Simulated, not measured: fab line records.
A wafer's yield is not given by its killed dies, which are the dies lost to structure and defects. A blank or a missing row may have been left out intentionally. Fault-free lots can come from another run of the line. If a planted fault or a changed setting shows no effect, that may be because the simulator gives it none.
A struck lot beside a sound one | flow n5-finfet | 26 out of 1938 route steps
Sound: these wafers, L480.2, L480.3, L480.4. Wafers struck: L491.2, L491.3, L491.5. At the end, the cause is stated.
At each step with rows: each side's tool, then ch and its chambers, then its first start. Under that, the readings that differ: sound wafers | struck wafers | difference of the means | sigmas: that difference in standard deviations of wafers without a fault.
alike: same words and numbers on both sides, and readings whose means sit less than 2 such deviations apart. not compared: any withheld reading, any reading some wafer has no value for, any bound like >300 that may hide the same value, and any number with overlapping values for which the record gives no deviation.
A row with sigmas, a row that says differs or no value, or rows on one side alone: a step with any of these is where the two part. When numbers do not overlap yet have no deviation, they are printed without sigmas and do not part them. A reading missing from all wafers of one side parts the sides only when that side holds two or more wafers.

first, 1 step without rows for these wafers: N5_BEOL_M5_DESCUM_16 (chemistry O2, time 7 s).
N5_BEOL_M5_ETCH_72: etches underlayer in N2/H2, target depth 6.5 nm, time 5.2 s.
  sound on rie-diel-03 ch 0,1,3, day 9 06:40; struck on rie-diel-04 ch 0,3, day 12 04:48
  alike: drypump-motor-current-A, etch-rf-on-time-s, oes-product-au, rf-vpp-V, showerhead-plenum-p-Torr, throttle-valve-pct
  not compared: rf-hours-counter-h
N5_BEOL_M5_ETCH_61: etches SiARC in CF4, target depth 15.6 nm, time 26 s.
  sound on rie-diel-03 ch 0,1,3, day 9 06:40; struck on rie-diel-04 ch 0,3, day 12 04:49
  alike: drypump-motor-current-A, etch-rf-on-time-s, oes-product-au, rf-vpp-V, showerhead-plenum-p-Torr, throttle-valve-pct
  not compared: rf-hours-counter-h
N5_BEOL_M5_ETCH_62: etches SOC in N2/H2, target depth 75 nm, overetch 15 nm, time 112.5 s.
  sound on rie-diel-03 ch 0,1,3, day 9 06:42; struck on rie-diel-04 ch 0,3, day 12 04:51
  alike: drypump-motor-current-A, oes-product-au, rf-vpp-V, showerhead-plenum-p-Torr, throttle-valve-pct
  not compared: rf-hours-counter-h
then, 2 steps without rows for these wafers: N5_BEOL_M5_STRIP_63 (strips in N2/H2); N5_BEOL_M5_STRIP_73 (strips in N2/H2).
N5_BEOL_M5_STRIP_64: strips in CF4.
  sound on rie-diel-03 ch 0,1,3, day 9 06:50; struck on rie-diel-04 ch 0,3, day 12 04:58
  alike: bias-power-w, drypump-motor-current-A, oes-product-au, rf-vpp-V, showerhead-plenum-p-Torr, throttle-valve-pct
  not compared: rf-hours-counter-h
then, 2 steps without rows for these wafers: N5_BEOL_M5_HM_OPEN_17 (chemistry Cl2/BCl3, target TiN, target depth 20 nm, overetch 6 nm); N5_BEOL_M5_STRIP_19 (strips in O2).
N5_BEOL_M5_CD_MEAS_18: pitch 56 nm, target cd 28 nm.
  sound on cd-sem-01, day 9 07:04; struck on cd-sem-01, day 12 05:50
  alike: cd-nm
then, 2 steps without rows for these wafers: N5_BEOL_M5_COAT_65 (time 60 s, resist thk 60 nm); N5_BEOL_M5_COAT_66 (time 60 s, resist thk 12 nm).
N5_BEOL_M5_COAT_74: time 60 s, resist thk 5 nm.
  sound on litho-track-04 ch 0, day 9 07:07; struck on litho-track-02 ch 0, day 12 08:08
  reading              | sound                | struck               | difference | sigmas
  spin-speed-rpm (rpm) | 1500.4 1500.3 1500.4 | 1606.8 1605.6 1605.0 | +105.4     | +99 or more
  alike: chill-plate-temp-C
then, 6 steps without rows for these wafers: N5_BEOL_M5_COAT_22 (resist thk 30 nm); N5_BEOL_M5_EBR_24; N5_BEOL_M5_SOFTBAKE_23 (time 60 s); N5_BEOL_M5_EXPOSE_25 (exposes mask V4, defocus 10 nm); N5_BEOL_M5_PEB_26 (peb time 60 s); N5_BEOL_M5_DEVELOP_27 (develop time 30 s).
N5_BEOL_M5_CD_MEAS_28: target cd 30.6 nm, target cd y 20 nm.
  sound on cd-sem-02 ch 0, day 9 07:23; struck on cd-sem-03 ch 0, day 12 08:25
  alike: cd-nm
N5_BEOL_M5_OVL_MEAS_29:
  sound on overlay-01 ch 0, day 9 07:25; struck on overlay-01 ch 0, day 12 08:26
  alike: V4_OVL
N5_BEOL_M5_INSPECT_30: inspects for defects (brightfield).
  sound on defect-inspect-02, day 9 07:28; struck on defect-inspect-01, day 12 08:30
  alike: raw-defect-count
N5_BEOL_M5_DESCUM_33: chemistry O2, time 7 s.
  sound on rie-diel-01 ch 1,2,3, day 9 07:31; struck on rie-diel-01 ch 1,3, day 12 08:59
  alike: bias-power-w, drypump-motor-current-A, o2-flow-sccm, oes-product-au, rf-vpp-V, showerhead-plenum-p-Torr, throttle-valve-pct
  not compared: rf-hours-counter-h
N5_BEOL_M5_ETCH_75: etches underlayer in N2/H2, target depth 6.5 nm, time 5.2 s.
  sound on rie-diel-01 ch 1,2,3, day 9 07:33; struck on rie-diel-01 ch 1,3, day 12 09:01
  reading                  | sound             | struck            | difference | sigmas
  etch-rf-on-time-s (s)    | 5.15 5.31 5.30    | 5.09 4.92 5.06    | -0.23      | -2
  model.etch.depth-nm (nm) | 5.015 5.038 5.027 | 4.846 4.822 4.824 | -0.196     |
  alike: drypump-motor-current-A, oes-product-au, rf-vpp-V, showerhead-plenum-p-Torr, throttle-valve-pct
  not compared: rf-hours-counter-h
then, 1 step without rows for these wafers: N5_BEOL_M5_ETCH_67 (etches SiARC in CF4, target depth 15.6 nm, time 26 s).
N5_PASSIVATION_PROBE_49:
  the record has rows for the sound wafers here (prober-02, day 13 03:35) and none for the struck ones

## WHERE THEY PART
Earliest at N5_BEOL_M5_COAT_74; latest, in this record, at N5_PASSIVATION_PROBE_49.

WHY: the cause the simulator had injected
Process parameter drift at N5_BEOL_M5_COAT_74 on litho-track-02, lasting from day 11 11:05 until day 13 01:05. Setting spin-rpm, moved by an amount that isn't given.
